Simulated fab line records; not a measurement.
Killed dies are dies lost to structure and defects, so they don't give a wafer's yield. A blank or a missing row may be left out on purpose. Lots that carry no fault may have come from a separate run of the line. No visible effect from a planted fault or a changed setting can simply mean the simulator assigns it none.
3 desks looking at one fault / flow nand harc / numbers are kept per desk, each desk with only its own; the story behind them comes last

## FROM THE METROLOGY DESK
Lot by lot, what the gauges showed, no matter which tool ran the lot: averages of those sampled wafers that carry a number. Any lot whose mean is over 4 standard deviations away from the usual mean is out of limits and marked OUT; that distance is given in the brackets.
Columns: A = thk nm at NHARC_A_SOURCE_PLATE_THK_MEAS_06, usual 200.5 nm
lot=L345; first seen here=day 7 10:28; A=199.8
lot=L348; first seen here=day 8 02:59; A=202.3
lot=L351; first seen here=day 8 19:26; A=203.2
lot=L354; first seen here=day 9 18:38; A=51.4 (-60) OUT
lot=L355; first seen here=day 9 18:38; A=48.9 (-61) OUT
lot=L357; first seen here=day 10 20:43; A=198.6
lot=L358; first seen here=day 10 20:43; A=197.3
lot=L360; first seen here=day 11 03:22; A=203.1
lot=L361; first seen here=day 11 10:40; A=195.6
lot=L362; first seen here=day 11 17:21; A=204.2
lot=L363; first seen here=day 11 17:21; A=198.8
lot=L367; first seen here=day 13 03:56; A=203.8
This desk's verdict: out of limits on L354, L355, starting with L354 at day 9 18:38 (thk nm at NHARC_A_SOURCE_PLATE_THK_MEAS_06). L345, L348, L351, L357, L358, L360, L361, L362, L363, L367 stayed within limits.

## FOR THE TOOL OWNER'S DESK: lpcvd poly-04
The tool's own readings at NHARC_A_SOURCE_PLATE_CVD_03 (deposits poly-Si, target thk 200 nm, time 4000 s): means of the sampled wafers that have a number, for each lot that ran on this tool. Any lot whose mean is over 4 standard deviations away from the usual mean is out of limits and marked OUT; that distance is given in the brackets.
Columns: A = pressure mtorr at NHARC_A_SOURCE_PLATE_CVD_03, usual 199.9 mTorr; B = run length s at NHARC_A_SOURCE_PLATE_CVD_03, usual 4001.5 s; C = spike tc upper C at NHARC_A_SOURCE_PLATE_CVD_03, usual 620.9 C
lot=L345; first seen here=day 6 23:51; A=199.8; B=4001.6; C=622.0
lot=L357; first seen here=day 10 10:10; A=199.8; B=4001.5; C=620.4
lot=L358; first seen here=day 10 10:10; A=200.1; B=4002.0; C=621.1
lot=L360; first seen here=day 10 16:46; A=199.8; B=4001.4; C=621.6
lot=L361; first seen here=day 11 00:02; A=199.9; B=4002.1; C=620.4
Finding of this desk: none of the 5 lots has anything out of limits.

## THE DEFECT DESK
What the inspections along the route counted, lot by lot: means of the sampled wafers that have a number. Any lot whose mean is over 4 standard deviations away from the usual mean is out of limits and marked OUT; that distance is given in the brackets.
Columns: A = raw defect count at NHARC_A_START_INSPECT_01, usual 3.2
lot=L345; first seen here=day 6 11:20; A=4.0
lot=L348; first seen here=day 7 04:09; A=2.3
lot=L351; first seen here=day 7 19:01; A=6.0
lot=L355; first seen here=day 8 17:54; A=2.3
lot=L354; first seen here=day 8 19:56; A=3.7
lot=L357; first seen here=day 9 21:58; A=1.7
lot=L358; first seen here=day 9 22:29; A=3.0
lot=L360; first seen here=day 10 04:22; A=2.0
lot=L361; first seen here=day 10 11:59; A=1.0
lot=L363; first seen here=day 10 18:47; A=3.7
lot=L362; first seen here=day 10 20:16; A=3.3
lot=L367; first seen here=day 12 03:24; A=0.7
Finding of this desk: none of the 12 lots has anything out of limits.

## PUT TOGETHER
An alarm was possible from the metrology desk at day 9 18:38, on L354, L355.
The tool owner's desk saw nothing out of limits.
Nothing out of limits was seen by the defect desk.
The tool owner's desk has no number on record for L354, L355.
The defect desk has L354, L355 on record, within its limits.
Of the lots named, all ran NHARC_A_SOURCE_PLATE_CVD_03 on lpcvd poly-04.

## WHAT WAS PUT IN BY THE SIMULATOR
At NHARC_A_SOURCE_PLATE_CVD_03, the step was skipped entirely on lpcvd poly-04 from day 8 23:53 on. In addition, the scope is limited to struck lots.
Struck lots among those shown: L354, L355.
Time in hours between the start of the fault and the first out-of-limits reading at each desk: metrology desk, 19.
